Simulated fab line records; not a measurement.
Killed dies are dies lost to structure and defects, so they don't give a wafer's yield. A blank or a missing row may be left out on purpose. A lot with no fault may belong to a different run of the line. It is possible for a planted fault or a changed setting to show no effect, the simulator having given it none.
fab line records	flow nandHarc
record lots=24	wafers=72	lastDay=33
route steps=1302 shown A_CHANNEL_HOLE_D1@473 A_DECK1_JOINT@530 A_ONON_D2@548 A_CHANNEL_HOLE_D2@584
lots that met no fault: taken from a fault-free run of the same line
startH: hours from the record's opening day to when the first of the lot's shown wafers began	waitH: time in hours since the lot's previous step	" unchanged from the row above	L1.1+2: a single row standing in for several wafers	- no value, or no start was given	* or withheld: withheld	< > ~ a bound
route shown NAME@n: a module of which the file shows steps, and the number in the route of the first	usual: the fault-free wafers' mean and standard deviation	same: alike in all rows	chamber/n: place in a boat	sites: per-site readings	_std_site: the standard deviation of these	_edge_site: mean of outer sites minus mean of inner sites	radiusMm: how far each site lies from the wafer's centre	mask NAME#n: copy n	behind: tool/chamber where the wafer was last shaped	hold: what put the lot on hold/how long, in hours/how the hold closed	device: which transistor (n, p or np) failed to switch	end of line: tests run on the same wafers once the route is complete	a step without rows: its recipe alone	killed: not the wafer's yield, but the dies lost to structure and defects at the first sort	map: per-die view of a wafer (x killed, . not killed, _ where there is no die)
set.NAME: setting as actually run; set.NAME@STEP: the setting as run at that earlier step	model.NAME: the simulator's own value behind a step, which no gauge read
route steps across a sampled set of lots; one table per step, one row per wafer
services: a tool's chamber out of use, with start hour (startH, from the record's first day; less than 0 if before it), hours out, and reason
## steps
# step NHARC_A_CHANNEL_HOLE_D1_ETCH_21
# recipe biasV=3000	sourceW=withheld	pressureMtorr=20	timeS=514.3	arFlowSccm=375	c4f8FlowSccm=89.3	o2FlowSccm=35.7	tempC=-20	targetDepthA=16000	chemistry=C4F8/O2/Ar
# usual chamberPressureMTorr=19.999/0.018	drypumpMotorCurrentA=5.8/0.68	heBacksideLeakSccm=6.8/0.9	showerheadPlenumPTorr=3.70/0.14	throttleValvePct=32.155/0.0087
lot.wafer	tool	chamber	startH	waitH	chamberPressureMTorr	drypumpMotorCurrentA	heBacksideLeakSccm	rfHoursCounterH	showerheadPlenumPTorr	throttleValvePct
L074.2	harEtch-01	0	183.53	0.3	19.992	4.9	6.4	84	3.73	32.158
L074.1	"	1	"	"	19.992	5.3	6.4	84	3.89	32.148
L074.6	"	0	"	"	19.992	4.9	11.7	-	3.73	32.145
L075.1	harEtch-02	1	189.47	0.3	19.994	6.1	6.2	298	3.77	32.160
L075.3	"	1	"	"	19.999	6.1	6.4	-	3.77	32.159
L075.6	"	0	"	"	19.985	6.7	7.1	-	3.48	32.150
L076.2	harEtch-02	1	205.55	0.3	19.997	6.1	6.3	306	3.76	32.153
L076.3	"	0	"	"	19.977	6.7	7.5	-	3.48	32.163
L076.4	"	1	"	"	20.014	6.1	6.4	-	3.76	32.159
L077.1	harEtch-02	0	209.66	0.3	19.984	6.7	7.8	310	3.47	32.143
L077.6	"	0	"	"	19.991	6.7	7.4	-	3.47	32.170
L077.5	"	1	"	"	20.030	6.1	6.2	-	3.76	32.161
L079.2	harEtch-02	0	231.20	0.6	19.995	6.7	7.6	-	3.46	32.160
L079.5	"	0	"	"	19.990	6.7	7.9	-	3.46	32.154
L079.6	"	0	"	"	19.990	6.7	7.9	-	3.46	32.169
L078.4	harEtch-01	0	231.84	0.3	19.981	4.9	6.2	-	3.72	32.162
L078.6	"	1	"	"	20.009	5.4	6.1	-	3.87	32.153
L078.5	"	0	"	"	20.016	4.9	6.2	-	3.72	32.146
L080.1	harEtch-01	1	241.56	0.3	20.006	5.4	6.7	119	3.87	32.151
L080.4	"	0	"	"	19.951	5.0	6.2	-	3.71	32.166
L080.6	"	0	"	"	19.984	5.0	6.6	-	3.71	32.170
L081.1	harEtch-01	0	247.39	0.3	20.000	4.9	6.1	123	3.71	32.166
L081.3	"	0	"	"	19.979	4.9	6.2	-	3.71	32.149
L081.6	"	1	"	"	20.001	5.4	6.7	-	3.86	32.152
L082.1	harEtch-01	0	267.09	0.3	20.036	5.0	6.6	134	3.70	32.161
L082.2	"	1	"	"	20.008	5.3	6.3	134	3.86	32.156
L082.4	"	0	"	"	20.023	4.9	6.9	-	3.70	32.155
L083.1	harEtch-02	1	268.85	0.3	19.982	6.1	6.4	333	3.75	32.150
L083.5	"	1	"	"	20.027	6.1	6.8	-	3.75	32.162
L083.6	"	0	"	"	20.023	6.7	7.5	-	3.45	32.166
L084.2	harEtch-02	0	284.97	0.3	20.016	6.7	7.4	356	3.45	32.167
L084.3	"	0	"	"	20.007	6.7	7.9	-	3.45	32.151
L084.5	"	1	"	"	20.005	6.2	6.6	-	3.74	32.163
L086.1	harEtch-01	0	297.57	0.3	20.012	4.9	6.5	149	3.70	32.141
L086.2	"	1	"	"	20.023	5.3	6.3	149	3.85	32.159
L086.3	"	1	"	"	19.988	5.4	6.3	-	3.85	32.157
L085.2	harEtch-02	1	298.29	0.3	19.998	6.1	6.5	348	3.74	32.142
L085.4	"	1	"	"	20.001	6.1	6.7	-	3.74	32.175
L085.5	"	1	"	"	19.991	6.1	6.8	-	3.74	32.155
L087.4	harEtch-02	0	312.26	0.3	20.002	6.7	7.8	-	3.44	32.155
L087.6	"	0	"	"	20.021	6.7	7.6	-	3.44	32.159
L087.5	"	1	"	"	19.977	6.1	6.6	-	3.73	32.149
L089.3	harEtch-01	1	325.55	0.3	20.004	5.4	6.5	-	3.84	32.163
L089.6	"	1	"	"	19.990	5.4	6.7	-	3.84	32.160
L089.5	"	0	"	"	19.979	4.9	6.3	-	3.69	32.150
L088.1	harEtch-02	1	326.61	0.5	19.979	6.1	6.5	372	3.72	32.151
L088.3	"	1	"	"	20.023	6.1	6.7	-	3.72	32.174
L088.4	"	1	"	"	20.001	6.1	6.4	-	3.73	32.145
L090.1	harEtch-02	1	348.40	0.3	19.973	6.1	6.7	387	3.72	32.168
L090.3	"	1	"	"	20.012	6.1	6.6	-	3.72	32.158
L090.5	"	1	"	"	19.995	6.1	6.8	-	3.72	32.166
L091.1	harEtch-01	0	348.93	0.3	19.979	4.9	6.9	179	3.68	32.144
L091.2	"	1	"	"	20.020	5.3	7.0	179	3.83	32.157
L091.5	"	1	"	"	20.008	5.4	6.6	-	3.83	32.162
L092.2	harEtch-01	1	370.13	0.3	20.011	5.4	6.8	191	3.83	32.173
L092.1	"	0	"	"	20.022	4.9	6.9	191	3.67	32.154
L092.4	"	1	"	"	19.988	5.4	6.8	-	3.83	32.140
L093.1	harEtch-01	1	386.52	0.3	20.003	5.4	7.2	206	3.82	32.147
L093.5	"	0	"	"	19.977	4.9	7.0	-	3.67	32.143
L093.6	"	1	"	"	20.020	5.4	7.2	-	3.82	32.152
L095.2	harEtch-01	0	390.62	0.3	19.985	4.9	7.3	210	3.66	32.150
L095.1	"	1	"	"	20.003	5.3	7.0	210	3.81	32.151
L095.5	"	1	"	"	19.980	5.3	7.1	-	3.81	32.154
L094.1	harEtch-02	1	394.50	0.3	19.993	6.1	5.6	0	3.71	32.156
L094.4	"	1	"	"	19.989	6.1	5.5	-	3.71	32.148
L094.6	"	1	"	"	20.004	6.1	5.3	-	3.71	32.131
L096.1	harEtch-01	0	396.52	0.3	19.978	4.9	6.9	214	3.66	32.157
L096.3	"	1	"	"	20.007	5.4	7.1	-	3.81	32.155
L096.6	"	0	"	"	20.010	4.9	7.0	-	3.66	32.166
L097.1	harEtch-02	0	419.42	0.3	19.997	6.7	4.8	16	3.92	32.158
L097.2	"	1	"	"	20.021	6.1	5.9	16	3.70	32.154
L097.4	"	0	"	"	20.001	6.7	5.0	-	3.92	32.149
# step NHARC_A_DECK1_JOINT_ETCHBACK_00
# recipe targetDepthA=300	timeS=17.4	hbrFlowSccm=150	rfW=350	icpW=350	biasW=60	chemistry=HBr
# usual chamberPressureMTorr=15.002/0.014	drypumpMotorCurrentA=5.8/0.46	heBacksideLeakSccm=2.7/0.31	oesProductAu=0.999/0.0077	throttleValvePct=23.267/0.009
lot.wafer	tool	chamber	startH	waitH	chamberPressureMTorr	drypumpMotorCurrentA	heBacksideLeakSccm	oesProductAu	rfHoursCounterH	throttleValvePct
L074.2	rieSi-05	3	250.58	0.1	14.999	5.3	2.4	1.003	0.7	23.287
L074.1	"	0	"	"	15.024	6.3	2.5	0.995	0.5	23.266
L074.6	"	3	"	"	15.018	5.3	2.5	0.993	-	23.280
L075.3	rieSi-02	2	254.58	0.1	15.026	5.8	2.7	1.000	0.8	23.287
L075.1	"	3	"	"	15.000	6.3	2.8	1.009	1.1	23.270
L075.6	"	0	"	"	14.987	6.1	2.9	0.990	-	23.268
L076.2	rieSi-04	3	274.94	0.1	15.007	5.8	2.8	0.995	0.6	23.272
L076.3	"	0	"	"	15.012	5.3	2.8	1.003	0.6	23.292
L076.4	"	1	"	"	15.012	5.7	2.4	0.993	0.7	23.285
L077.1	rieSi-05	1	274.94	0.1	14.999	6.4	3.2	1.007	0.7	23.268
L077.5	"	0	"	"	15.009	6.2	2.3	0.995	-	23.262
L077.6	"	1	"	"	14.999	6.4	3.2	0.995	-	23.269
L078.4	rieSi-02	3	295.81	0.1	14.971	6.3	2.9	1.006	0.0	23.274
L078.6	"	3	"	"	14.968	6.3	2.9	1.009	-	23.274
L078.5	"	0	"	"	15.030	6.0	3.0	1.000	-	23.269
L079.2	rieSi-04	2	302.17	0.1	15.011	4.8	3.0	0.992	0.9	23.272
L079.6	"	3	"	"	14.981	5.8	2.9	0.998	-	23.264
L079.5	"	0	"	"	14.989	5.3	2.7	0.989	-	23.266
L080.4	rieSi-02	0	307.39	0.1	15.015	6.1	2.9	0.996	0.2	23.277
L080.1	"	2	"	"	15.008	5.8	2.7	1.006	0.1	23.258
L080.6	"	0	"	"	15.006	6.0	2.8	0.997	-	23.262
L081.3	rieSi-05	0	314.15	0.1	15.001	6.2	2.3	0.997	0	23.273
L081.1	"	3	"	"	14.994	5.3	2.6	1.001	0	23.261
L081.6	"	3	"	"	14.993	5.3	2.7	0.992	-	23.264
L083.1	rieSi-05	3	332.89	0.1	15.038	5.3	2.6	0.983	0.1	23.268
L083.6	"	3	"	"	15.014	5.3	2.4	0.998	-	23.265
L083.5	"	0	"	"	14.994	6.3	2.3	1.006	-	23.290
L082.1	rieSi-02	1	332.89	0.1	14.999	5.6	2.6	1.008	0.2	23.269
L082.4	"	2	"	"	14.986	5.8	2.7	0.991	0.2	23.265
L082.2	"	0	"	"	15.013	6.0	3.0	0.995	0.3	23.274
L084.2	rieSi-02	0	353.34	0.1	15.032	6.1	2.9	0.992	0.6	23.246
L084.3	"	2	"	"	15.004	5.8	2.8	0.993	0.4	23.284
L084.5	"	0	"	"	15.011	6.1	2.9	0.989	-	23.260
L086.1	rieSi-04	3	362.15	0.1	14.992	5.8	2.8	0.990	0.1	23.266
L086.3	"	1	"	"	14.997	5.7	2.4	0.993	0.1	23.257
L086.2	"	2	"	"	14.998	4.8	2.3	0.999	0.1	23.268
L085.4	rieSi-02	1	362.16	0.1	15.018	5.6	2.6	1.003	0.4	23.267
L085.2	"	3	"	"	14.985	6.3	2.7	0.993	0.6	23.260
L085.5	"	0	"	"	15.016	6.0	3.0	0.997	-	23.261
L087.4	rieSi-05	3	376.26	0.1	14.982	5.3	2.7	1.002	0.4	23.263
L087.6	"	2	"	"	15.050	6.2	2.8	1.009	-	23.277
L087.5	"	3	"	"	15.025	5.3	2.5	1.008	-	23.264
L089.3	rieSi-05	2	390.47	0.1	15.004	6.2	2.8	1.002	0.4	23.251
L089.5	"	2	"	"	14.977	6.2	2.8	0.992	-	23.251
L089.6	"	3	"	"	14.993	5.3	2.6	0.988	-	23.270
L088.4	rieSi-04	3	397.37	0.1	15.000	5.8	3.1	1.000	0.3	23.254
L088.3	"	0	"	"	14.993	5.3	2.8	0.990	0.2	23.260
L088.1	"	1	"	"	15.001	5.7	2.4	0.990	0.2	23.278
L090.3	rieSi-04	0	411.85	0.1	14.978	5.3	2.9	0.989	0.3	23.271
L090.1	"	2	"	"	15.011	4.8	2.4	0.998	0.4	23.263
L090.5	"	0	"	"	14.997	5.3	2.8	0.987	-	23.258
L091.1	rieSi-02	0	411.86	0.1	15.008	6.0	2.9	1.002	0.9	23.255
L091.2	"	3	"	"	14.992	6.3	2.6	1.010	0.9	23.263
L091.5	"	1	"	"	15.014	5.6	2.3	1.014	-	23.254
L092.2	rieSi-04	0	439.11	0.1	14.995	5.3	2.9	0.976	0.4	23.262
L092.4	"	2	"	"	15.023	4.8	2.3	0.991	0.5	23.258
L092.1	"	3	"	"	14.995	5.9	3.2	0.993	0.5	23.273
L095.2	rieSi-05	2	455.38	0.1	15.008	6.2	2.9	1.009	0.9	23.279
L095.1	"	0	"	"	14.979	6.2	2.4	1.010	1.0	23.273
L095.5	"	2	"	"	15.005	6.2	3.0	1.005	-	23.253
L093.1	rieSi-04	3	455.43	0.1	15.009	5.8	2.9	0.996	0.7	23.267
L093.6	"	1	"	"	15.008	5.7	2.3	0.992	-	23.259
L093.5	"	2	"	"	14.981	4.8	2.4	0.998	-	23.263
L094.4	rieSi-05	2	455.55	0.1	14.993	6.2	2.8	1.003	0.9	23.272
L094.1	"	0	"	"	15.013	6.2	2.4	1.007	1.0	23.261
L094.6	"	3	"	"	15.001	5.3	2.6	0.995	-	23.272
L096.3	rieSi-04	3	460.62	0.1	15.020	5.8	3.0	0.994	0.7	23.267
L096.1	"	1	"	"	14.988	5.7	2.3	1.000	0.7	23.269
L096.6	"	2	"	"	15.024	4.8	2.5	1.003	-	23.256
L097.1	rieSi-02	0	488.03	0.1	15.017	6.0	2.9	1.003	0.2	23.266
L097.4	"	1	"	"	14.999	5.6	2.5	1.006	0.2	23.261
L097.2	"	2	"	"	14.998	5.8	2.6	0.998	0.2	23.275
# step NHARC_A_ONON_D2_THK_MEAS_05
# recipe thkMeasGauge=ellipsometry
# usual thkNm=1001/9.8
lot.wafer	tool	chamber	startH	waitH	thkNm
L074.1	filmMetro-02	-	281.32	-	1000
L074.2	"	-	"	"	1001
L074.6	"	-	"	"	1000
L075.1	filmMetro-01	-	281.32	-	997
L075.3	"	-	"	"	996
L075.6	"	-	"	"	996
L077.1	filmMetro-01	-	299.63	-	1016
L077.5	"	-	"	"	1017
L077.6	"	-	"	"	1018
L076.2	filmMetro-01	-	299.72	-	1010
L076.3	"	-	"	"	1011
L076.4	"	-	"	"	1011
L078.4	filmMetro-01	-	318.03	-	1015
L078.5	"	-	"	"	1014
L078.6	"	-	"	"	1014
L079.2	filmMetro-02	-	323.80	-	990
L079.5	"	-	"	"	991
L079.6	"	-	"	"	992
L080.1	filmMetro-01	-	330.63	-	989
L080.4	"	-	"	"	988
L080.6	"	-	"	"	985
L081.1	filmMetro-01	-	340.75	-	1005
L081.3	"	-	"	"	1004
L081.6	"	-	"	"	1004
L083.1	filmMetro-01	-	357.89	-	999
L083.5	"	-	"	"	997
L083.6	"	-	"	"	999
L082.1	filmMetro-02	-	357.89	-	993
L082.2	"	-	"	"	992
L082.4	"	-	"	"	995
L084.2	filmMetro-01	-	382.27	-	1004
L084.3	"	-	"	"	1007
L084.5	"	-	"	"	1005
L085.2	filmMetro-01	-	386.19	-	1002
L085.4	"	-	"	"	1004
L085.5	"	-	"	"	1002
L086.1	filmMetro-01	-	386.20	-	996
L086.2	"	-	"	"	998
L086.3	"	-	"	"	996
L087.4	filmMetro-01	-	404.12	-	1020
L087.5	"	-	"	"	1020
L087.6	"	-	"	"	1020
L089.3	filmMetro-01	-	415.01	-	1000
L089.5	"	-	"	"	1001
L089.6	"	-	"	"	1000
L088.1	filmMetro-02	-	424.07	-	1005
L088.3	"	-	"	"	1003
L088.4	"	-	"	"	1002
L091.1	filmMetro-01	-	442.00	-	978
L091.2	"	-	"	"	979
L091.5	"	-	"	"	979
L090.1	filmMetro-02	-	442.00	-	994
L090.3	"	-	"	"	995
L090.5	"	-	"	"	995
L092.1	filmMetro-01	-	461.84	-	998
L092.2	"	-	"	"	1000
L092.4	"	-	"	"	998
L095.1	filmMetro-01	-	477.00	-	990
L095.2	"	-	"	"	990
L095.5	"	-	"	"	991
L094.1	filmMetro-02	-	477.00	-	1018
L094.4	"	-	"	"	1017
L094.6	"	-	"	"	1019
L093.1	filmMetro-01	-	477.08	-	999
L093.5	"	-	"	"	997
L093.6	"	-	"	"	998
L096.1	filmMetro-02	-	482.53	-	1004
L096.3	"	-	"	"	1004
L096.6	"	-	"	"	1004
L097.1	filmMetro-02	-	516.43	-	999
L097.2	"	-	"	"	999
L097.4	"	-	"	"	999
# step NHARC_A_ONON_D2_THK_MEAS_14
# recipe thkMeasGauge=ellipsometry
# usual thkNm=1000/13
lot.wafer	tool	chamber	startH	waitH	thkNm
L074.1	filmMetro-02	-	283.02	-	999
L074.2	"	-	"	"	998
L074.6	"	-	"	"	998
L075.1	filmMetro-01	-	283.02	-	986
L075.3	"	-	"	"	988
L075.6	"	-	"	"	987
L077.1	filmMetro-01	-	301.32	-	1031
L077.5	"	-	"	"	1027
L077.6	"	-	"	"	1028
L076.2	filmMetro-01	-	301.41	-	987
L076.3	"	-	"	"	988
L076.4	"	-	"	"	986
L078.4	filmMetro-02	-	319.73	-	980
L078.5	"	-	"	"	979
L078.6	"	-	"	"	979
L079.2	filmMetro-02	-	325.50	-	982
L079.5	"	-	"	"	980
L079.6	"	-	"	"	981
L080.1	filmMetro-01	-	332.34	-	1002
L080.4	"	-	"	"	1004
L080.6	"	-	"	"	999
L081.1	filmMetro-01	-	342.45	-	993
L081.3	"	-	"	"	991
L081.6	"	-	"	"	990
L083.1	filmMetro-02	-	359.59	-	995
L083.5	"	-	"	"	997
L083.6	"	-	"	"	997
L082.1	filmMetro-01	-	359.59	-	1019
L082.2	"	-	"	"	1018
L082.4	"	-	"	"	1018
L084.2	filmMetro-01	-	383.97	-	998
L084.3	"	-	"	"	997
L084.5	"	-	"	"	998
L085.2	filmMetro-01	-	387.87	-	1004
L085.4	"	-	"	"	1002
L085.5	"	-	"	"	1006
L086.1	filmMetro-01	-	387.92	-	1004
L086.2	"	-	"	"	1004
L086.3	"	-	"	"	1007
L087.4	filmMetro-01	-	405.82	-	1005
L087.5	"	-	"	"	1005
L087.6	"	-	"	"	1003
L089.3	filmMetro-01	-	416.76	-	1007
L089.5	"	-	"	"	1006
L089.6	"	-	"	"	1004
L088.1	filmMetro-02	-	425.77	-	987
L088.3	"	-	"	"	987
L088.4	"	-	"	"	989
L090.1	filmMetro-02	-	443.70	-	999
L090.3	"	-	"	"	998
L090.5	"	-	"	"	1000
L091.1	filmMetro-01	-	443.70	-	1002
L091.2	"	-	"	"	1003
L091.5	"	-	"	"	1004
L092.1	filmMetro-01	-	463.55	-	1000
L092.2	"	-	"	"	1000
L092.4	"	-	"	"	1001
L094.1	filmMetro-02	-	478.70	-	990
L094.4	"	-	"	"	989
L094.6	"	-	"	"	991
L095.1	filmMetro-01	-	478.71	-	984
L095.2	"	-	"	"	983
L095.5	"	-	"	"	983
L093.1	filmMetro-01	-	478.77	-	1018
L093.5	"	-	"	"	1019
L093.6	"	-	"	"	1019
L096.1	filmMetro-02	-	484.22	-	1007
L096.3	"	-	"	"	1010
L096.6	"	-	"	"	1007
L097.1	filmMetro-01	-	518.16	-	1016
L097.2	"	-	"	"	1018
L097.4	"	-	"	"	1017
# step NHARC_A_ONON_D2_THK_MEAS_27
# recipe thkMeasGauge=ellipsometry
# usual thkNm=1000/8.9
lot.wafer	tool	chamber	startH	waitH	thkNm
L075.1	filmMetro-02	-	293.38	-	1004
L075.3	"	-	"	"	1004
L075.6	"	-	"	"	1006
L074.1	filmMetro-01	-	293.38	-	1006
L074.2	"	-	"	"	1006
L074.6	"	-	"	"	1007
L077.1	filmMetro-01	-	310.43	-	995
L077.5	"	-	"	"	996
L077.6	"	-	"	"	997
L076.2	filmMetro-02	-	310.43	-	988
L076.3	"	-	"	"	991
L076.4	"	-	"	"	990
L078.4	filmMetro-02	-	329.11	-	1017
L078.5	"	-	"	"	1015
L078.6	"	-	"	"	1016
L079.2	filmMetro-02	-	334.58	-	1011
L079.5	"	-	"	"	1012
L079.6	"	-	"	"	1012
L080.1	filmMetro-02	-	343.01	-	993
L080.4	"	-	"	"	992
L080.6	"	-	"	"	993
L081.1	filmMetro-01	-	351.50	-	998
L081.3	"	-	"	"	997
L081.6	"	-	"	"	998
L082.1	filmMetro-02	-	369.38	-	995
L082.2	"	-	"	"	994
L082.4	"	-	"	"	996
L083.1	filmMetro-02	-	369.73	-	997
L083.5	"	-	"	"	997
L083.6	"	-	"	"	997
L084.2	filmMetro-01	-	393.94	-	978
L084.3	"	-	"	"	980
L084.5	"	-	"	"	981
L085.2	filmMetro-01	-	398.77	-	1012
L085.4	"	-	"	"	1011
L085.5	"	-	"	"	1012
L086.1	filmMetro-02	-	398.79	-	1002
L086.2	"	-	"	"	1001
L086.3	"	-	"	"	1002
L087.4	filmMetro-01	-	415.25	-	1010
L087.5	"	-	"	"	1010
L087.6	"	-	"	"	1010
L089.3	filmMetro-01	-	426.50	-	1004
L089.5	"	-	"	"	1003
L089.6	"	-	"	"	1001
L088.1	filmMetro-01	-	435.46	-	980
L088.3	"	-	"	"	983
L088.4	"	-	"	"	981
L090.1	filmMetro-01	-	454.56	-	1002
L090.3	"	-	"	"	1001
L090.5	"	-	"	"	1001
L091.1	filmMetro-02	-	454.91	-	1001
L091.2	"	-	"	"	1002
L091.5	"	-	"	"	1000
L092.1	filmMetro-01	-	472.73	-	1000
L092.2	"	-	"	"	1000
L092.4	"	-	"	"	1000
L094.1	filmMetro-02	-	488.07	-	1009
L094.4	"	-	"	"	1010
L094.6	"	-	"	"	1010
L095.1	filmMetro-02	-	488.07	-	1004
L095.2	"	-	"	"	1004
L095.5	"	-	"	"	1005
L093.1	filmMetro-01	-	488.08	-	997
L093.5	"	-	"	"	1000
L093.6	"	-	"	"	995
L096.1	filmMetro-01	-	493.62	-	997
L096.3	"	-	"	"	993
L096.6	"	-	"	"	997
L097.1	filmMetro-02	-	528.09	-	1009
L097.2	"	-	"	"	1007
L097.4	"	-	"	"	1006
# step NHARC_A_CHANNEL_HOLE_D2_INSPECT_12
# usual rawDefectCount=30/23
lot.wafer	tool	chamber	startH	waitH	rawDefectCount
L074.1	defectInspect-02	-	298.62	0.0	8
L074.2	"	-	"	"	7
L074.6	"	-	"	"	9
L075.1	defectInspect-01	-	299.78	0.0	46
L075.3	"	-	"	"	64
L075.6	"	-	"	"	56
L076.2	defectInspect-02	-	314.35	0.0	58
L076.3	"	-	"	"	60
L076.4	"	-	"	"	48
L077.1	defectInspect-02	-	316.24	0.0	55
L077.5	"	-	"	"	53
L077.6	"	-	"	"	57
L078.4	defectInspect-02	-	333.52	0.0	9
L078.5	"	-	"	"	15
L078.6	"	-	"	"	8
L079.2	defectInspect-02	-	338.60	0.0	44
L079.5	"	-	"	"	52
L079.6	"	-	"	"	51
L080.1	defectInspect-01	-	348.51	0.0	7
L080.4	"	-	"	"	6
L080.6	"	-	"	"	2
L081.1	defectInspect-01	-	355.53	0.0	5
L081.3	"	-	"	"	5
L081.6	"	-	"	"	7
L082.1	defectInspect-01	-	373.40	0.0	6
L082.2	"	-	"	"	12
L082.4	"	-	"	"	4
L083.1	defectInspect-02	-	375.30	0.0	58
L083.5	"	-	"	"	61
L083.6	"	-	"	"	50
L084.2	defectInspect-01	-	397.87	0.0	71
L084.3	"	-	"	"	45
L084.5	"	-	"	"	54
L086.1	defectInspect-02	-	403.83	0.0	10
L086.2	"	-	"	"	7
L086.3	"	-	"	"	17
L085.2	defectInspect-01	-	405.46	0.0	58
L085.4	"	-	"	"	59
L085.5	"	-	"	"	57
L087.4	defectInspect-01	-	419.62	0.0	54
L087.5	"	-	"	"	54
L087.6	"	-	"	"	46
L089.3	defectInspect-01	-	435.52	0.0	7
L089.5	"	-	"	"	11
L089.6	"	-	"	"	14
L088.1	defectInspect-02	-	441.68	0.0	54
L088.3	"	-	"	"	50
L088.4	"	-	"	"	51
L090.1	defectInspect-01	-	461.85	0.0	58
L090.3	"	-	"	"	69
L090.5	"	-	"	"	61
L091.1	defectInspect-01	-	462.39	0.0	17
L091.2	"	-	"	"	16
L091.5	"	-	"	"	19
L092.1	defectInspect-02	-	476.66	0.0	14
L092.2	"	-	"	"	19
L092.4	"	-	"	"	25
L094.1	defectInspect-01	-	496.41	0.0	7
L094.4	"	-	"	"	7
L094.6	"	-	"	"	4
L095.1	defectInspect-02	-	497.53	0.0	21
L095.2	"	-	"	"	25
L095.5	"	-	"	"	16
L093.1	defectInspect-01	-	498.41	0.0	16
L093.5	"	-	"	"	15
L093.6	"	-	"	"	15
L096.1	defectInspect-01	-	502.04	0.0	13
L096.3	"	-	"	"	28
L096.6	"	-	"	"	22
L097.1	defectInspect-02	-	532.02	0.0	5
L097.2	"	-	"	"	7
L097.4	"	-	"	"	5
## services
tool	chamber	startH	hours	kind
rieSi-04	-	165.00	9.0	pm
rieSi-05	-	173.25	0.2	repair
rieSi-02	2	183.32	11.2	repair
rieSi-04	3	189.57	3.6	repair
harEtch-01	-	204.37	0.4	repair
rieSi-04	2	213.14	1.0	repair
rieSi-02	0	223.65	6.8	repair
harEtch-02	1	227.59	-	consumableReplace:focusRing
harEtch-02	1	227.59	17.0	scheduledDown
harEtch-02	1	227.59	17.0	ventCycle
rieSi-02	1	244.69	14.2	repair
rieSi-02	2	245.34	7.5	repair
harEtch-01	-	273.77	1.6	repair
rieSi-02	-	277.00	9.0	pm
rieSi-05	2	301.07	6.3	repair
rieSi-05	1	303.97	15.2	repair
rieSi-05	-	305.00	9.0	pm
rieSi-05	-	333.77	0.2	repair
harEtch-01	-	337.73	0.1	repair
rieSi-04	-	342.00	9.0	pm
harEtch-02	-	377.07	17.0	pm
rieSi-02	-	446.33	0.8	repair
rieSi-02	-	454.00	9.0	pm
rieSi-05	-	482.00	9.0	pm
## key
fault none
